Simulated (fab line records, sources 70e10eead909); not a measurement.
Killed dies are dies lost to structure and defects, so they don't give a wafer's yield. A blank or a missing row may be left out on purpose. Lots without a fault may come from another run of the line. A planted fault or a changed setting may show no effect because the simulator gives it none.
Chamber matching | flow nand_harc | NHARC_A_CONTACT_ETCH_106 on rie_diel-05: 4 sister chambers
The step etches the open film in CF4/O2, target depth 60 nm, overetch 6 nm, time 33 s. 24 wafers are shown with their chamber, then 12 later ones without.

WAFERS WITH THEIR CHAMBER
wafer  | chamber | showerhead_plenum_p_Torr (Torr) | drypump_motor_current_A (A) | oes_product_au (a.u.)
L075.2 | 0       | 1.35                            | 5.9                         | 0.998
L075.3 | 2       | 1.30                            | 6.1                         | 0.980
L075.4 | 1       | 1.30                            | 5.8                         | 1.002
L074.1 | 1       | 1.30                            | 5.8                         | 1.007
L074.2 | 2       | 1.30                            | 6.1                         | 0.966
L074.3 | 0       | 1.35                            | 5.9                         | 0.992
L077.1 | 2       | 1.30                            | 6.1                         | 0.967
L077.3 | 0       | 1.35                            | 5.9                         | 0.991
L077.4 | 1       | 1.30                            | 5.8                         | 1.017
L079.1 | 2       | 1.30                            | 6.1                         | 0.963
L079.4 | 1       | 1.30                            | 5.8                         | 1.015
L079.6 | 3       | 1.37                            | 5.7                         | 1.027
L076.2 | 0       | 1.34                            | 5.9                         | 0.995
L076.5 | 2       | 1.30                            | 6.1                         | 0.972
L076.6 | 3       | 1.37                            | 5.7                         | 1.033
L084.4 | 3       | 1.37                            | 5.7                         | 1.023
L084.5 | 0       | 1.34                            | 5.9                         | 0.979
L084.6 | 3       | 1.37                            | 5.7                         | 1.019
L083.1 | 0       | 1.34                            | 6.0                         | 0.986
L083.2 | 2       | 1.30                            | 6.2                         | 0.978
L083.5 | 0       | 1.34                            | 6.0                         | 0.995
L088.1 | 1       | 1.30                            | 5.8                         | 1.011
L088.4 | 0       | 1.34                            | 5.9                         | 0.990
L088.5 | 0       | 1.34                            | 6.0                         | 0.981

SIGNATURES (means of the wafers above)
reading                  | chamber 0 | chamber 1 | chamber 2 | chamber 3 | scatter within a chamber
showerhead_plenum_p_Torr | 1.3433    | 1.3000    | 1.3000    | 1.3700    | 0.00316
drypump_motor_current_A  | 5.933     | 5.800     | 6.117     | 5.700     | 0.0376
oes_product_au           | 0.98967   | 1.01040   | 0.97100   | 1.02550   | 0.00643
Rule: a wafer's distance from a chamber is the root of the sum, over the readings, of the square of ((its reading less the chamber's mean) divided by the reading's scatter). The wafer belongs to the nearest chamber; if the next one is less than 2 further off, it can't be placed. The scatter: the root of (the sum of the squares of (reading less its chamber's mean) over the shown wafers, divided by (wafers less chambers)).

WAFERS WITHOUT THEIR CHAMBER
wafer  | showerhead_plenum_p_Torr (Torr) | drypump_motor_current_A (A) | oes_product_au (a.u.)
L086.1 | 1.30                            | 5.8                         | 1.023
L086.2 | 1.34                            | 6.0                         | 0.994
L086.6 | 1.34                            | 5.9                         | 0.994
L092.1 | 1.29                            | 6.1                         | 0.979
L092.2 | 1.30                            | 5.8                         | 1.012
L092.6 | 1.36                            | 5.7                         | 1.029
L095.3 | 1.29                            | 6.1                         | 0.987
L095.4 | 1.34                            | 5.9                         | 0.982
L095.5 | 1.30                            | 5.8                         | 1.006
L093.1 | 1.34                            | 5.9                         | 0.988
L093.3 | 1.30                            | 5.8                         | 1.010
L093.6 | 1.34                            | 5.9                         | 1.003

WHICH CHAMBER EACH WENT THROUGH
wafer  | from the rows above | in truth
L086.1 | 1                   | 1
L086.2 | 0                   | 0
L086.6 | 0                   | 0
L092.1 | 2                   | 2
L092.2 | 1                   | 1
L092.6 | 3                   | 3
L095.3 | 2                   | 2
L095.4 | 0                   | 0
L095.5 | 1                   | 1
L093.1 | 0                   | 0
L093.3 | 1                   | 1
L093.6 | 0                   | 0
Placed correctly: 12 of 12. Can't be placed from these rows: 0. Placed wrongly: 0.
